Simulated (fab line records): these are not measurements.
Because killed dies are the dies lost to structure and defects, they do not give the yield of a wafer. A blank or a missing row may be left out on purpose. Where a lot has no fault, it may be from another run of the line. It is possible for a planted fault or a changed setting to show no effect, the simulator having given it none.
A struck lot beside a sound one + flow n5-finfet + 16 steps out of a route of 1938
Sound: the wafers L653.3, L653.5, L653.6. Struck: wafer L662.5. (L662.3, L662.6 of the same lot were not struck and are left out.) The cause comes at the end.
Order at every step that has rows: each side's tool, ch and its chambers, its first start. Under that, the readings that differ: sound wafers + struck wafers + difference of the means + sigmas: that difference in standard deviations of wafers without a fault.
alike: words and numbers the same on both sides, and readings whose means are apart by under 2 such deviations; not compared: readings that were withheld, readings missing a value for some wafer, numbers with overlapping values and no deviation given by the record, and bounds like >300 which may hide the same value.
A row with sigmas, a row that says differs or no value, or rows on one side alone: a step with any of these is where the two part. Numbers that don't overlap but have no deviation are shown without sigmas and don't part them. Lack of a reading on every wafer of one side parts them only where that side has two or more wafers.

N5_BEOL_M0_SAQP_INSPECT_16: inspects for defects (brightfield).
  struck on defect-inspect-01, day 9 17:43; sound on defect-inspect-01, day 7 12:07
  alike: raw-defect-count
then, 1 step without rows for these wafers: N5_BEOL_M0_SAQP_DESCUM_19 (chemistry O2, time 7.9 s).
N5_BEOL_M0_SAQP_ETCH_83: etches SiARC in CF4, target depth 39 nm, time 65 s.
  sound on rie-diel-04 ch 0,2,3, day 7 12:19; struck on rie-diel-06 ch 3, day 9 17:47
  alike: drypump-motor-current-A, etch-rf-on-time-s, oes-product-au, rf-vpp-V, showerhead-plenum-p-Torr, throttle-valve-pct
  not compared: rf-hours-counter-h
N5_BEOL_M0_SAQP_ETCH_84: etches SOC in N2/H2, target depth 100 nm, overetch 20 nm, time 150 s.
  sound on rie-diel-04 ch 0,2,3, day 7 12:22; struck on rie-diel-06 ch 3, day 9 17:50
  alike: drypump-motor-current-A, oes-product-au, rf-vpp-V, showerhead-plenum-p-Torr, temp-c, throttle-valve-pct
  not compared: rf-hours-counter-h
then, 3 steps without rows for these wafers: N5_BEOL_M0_SAQP_STRIP_80 (strips in N2/H2); N5_BEOL_M0_SAQP_HM_OPEN_112 (chemistry CHF3/O2, target SiO2, stops on a-Si, target depth 12 nm, time 13.5 s); N5_BEOL_M0_SAQP_STRIP_113 (strips in CHF3/O2).
N5_BEOL_M0_SAQP_MANDREL_ETCH_20: etches a-Si in HBr/Cl2, stops on SiNx, target depth 60 nm, bt time 10 s, time 30 s.
  sound on rie-si-03 ch 0,2, day 7 12:33; struck on rie-si-03 ch 0, day 9 18:02
| reading                | sound          | struck | difference | sigmas |
|------------------------|----------------|--------|------------|--------|
| throttle-valve-pct (%) | 36.0 36.0 34.7 | 34.7   | -0.9       | -2     |
  alike: drypump-motor-current-A, oes-product-au
  not compared: rf-hours-counter-h
then, 3 steps without rows for these wafers: N5_BEOL_M0_SAQP_STRIP_86 (strips in N2/H2); N5_BEOL_M0_SAQP_STRIP_115 (strips in post etch residue remover, time 60 s); N5_BEOL_M0_SAQP_SRD_93 (time 30 s).
N5_BEOL_M0_SAQP_RECESS_114: chemistry HF/NH3, target SiO2, target depth 14.4 nm, afs cycles 3, sublimation time 60 s.
  sound on vapor-etch-02 ch 0,1, day 7 12:54; struck on vapor-etch-01 ch 0, day 9 18:23
| reading    | sound             | struck | difference | sigmas |
|------------|-------------------|--------|------------|--------|
| temp-c (C) | 29.89 29.98 29.81 | 30.19  | +0.30      | +3     |
  alike: drypump-motor-current-A, sublimation-temp-c
N5_BEOL_M0_SAQP_SPACER1_ALD_98: deposits SiO2, target thk 12.8 nm, pulse time 1 s, purge time 2 s.
  sound on ald-sin-04 ch 1,2, day 7 13:10; struck on ald-sin-04 ch 3, day 9 18:39
| reading              | sound                | struck | difference | sigmas |
|----------------------|----------------------|--------|------------|--------|
| susceptor-temp-C (C) | 299.87 299.79 299.87 | 311.13 | +11.29     | +59    |
  alike: chamber-pressure-Torr, heater-power-w, precursor-pulse-height-rel
  not compared: since-wet-clean-h
N5_BEOL_M0_SAQP_SPACER1_ETCHBACK_99: etches SiO2 in CHF3/O2, target depth 15.4 nm, time 7.7 s.
  sound on rie-diel-04 ch 1,2,3, day 7 13:40; struck on rie-diel-04 ch 3, day 9 19:07
  alike: drypump-motor-current-A, oes-product-au, rf-vpp-V, showerhead-plenum-p-Torr, throttle-valve-pct
  not compared: rf-hours-counter-h
-- here the record skips 2 days between the struck wafers' starts before and after, leaving off in module BEOL_M0_SAQP and picking up in module BEOL_M4 (first step shown: number 1111 of the route) --
N5_BEOL_M4_RC_MEAS_101:
  sound on prober-02 ch 0, day 9 12:59; struck on prober-02 ch 0, day 11 21:23
| reading       | sound          | struck | difference | sigmas |
|---------------|----------------|--------|------------|--------|
| DIBL_N (mV/V) | 36.6 35.8 34.4 | 31.7   | -3.9       | -2     |
| SS_N (mV/dec) | 71.5 72.0 71.3 | 70.3   | -1.3       | -2     |
| VT_N (mV)     | 248 247 252    | 258    | +9         | +3     |
  alike: DIBL_P, IOFF_N, IOFF_P, ION_N, ION_P, SS_P, VT_P
-- the record jumps here: 4 days lie between the struck wafers' starts before and after (it left off in module BEOL_M4 and takes up again in module PASSIVATION, whose first step shown is number 1936 of the route) --
N5_PASSIVATION_PROBE_49:
  struck on prober-01, day 16 06:44; sound on prober-01, day 13 20:35
  alike: defect-limited-yield, killed_at_M0_to_M3, killed_at_M4_up, killed-at-contacts, killed-at-front-end, killed-at-other, killed-dies, killed-open, killed-short, sort_bin_5_function, sort_bin_6_memory, sort-n-pass, sort-yield-pct

WHERE THEY PART
Earliest at N5_BEOL_M0_SAQP_MANDREL_ETCH_20; latest, in this record, at N5_BEOL_M4_RC_MEAS_101. Later steps at which nothing parts them and some readings are alike: N5_PASSIVATION_PROBE_49.

WHY: what had been put in by the simulator
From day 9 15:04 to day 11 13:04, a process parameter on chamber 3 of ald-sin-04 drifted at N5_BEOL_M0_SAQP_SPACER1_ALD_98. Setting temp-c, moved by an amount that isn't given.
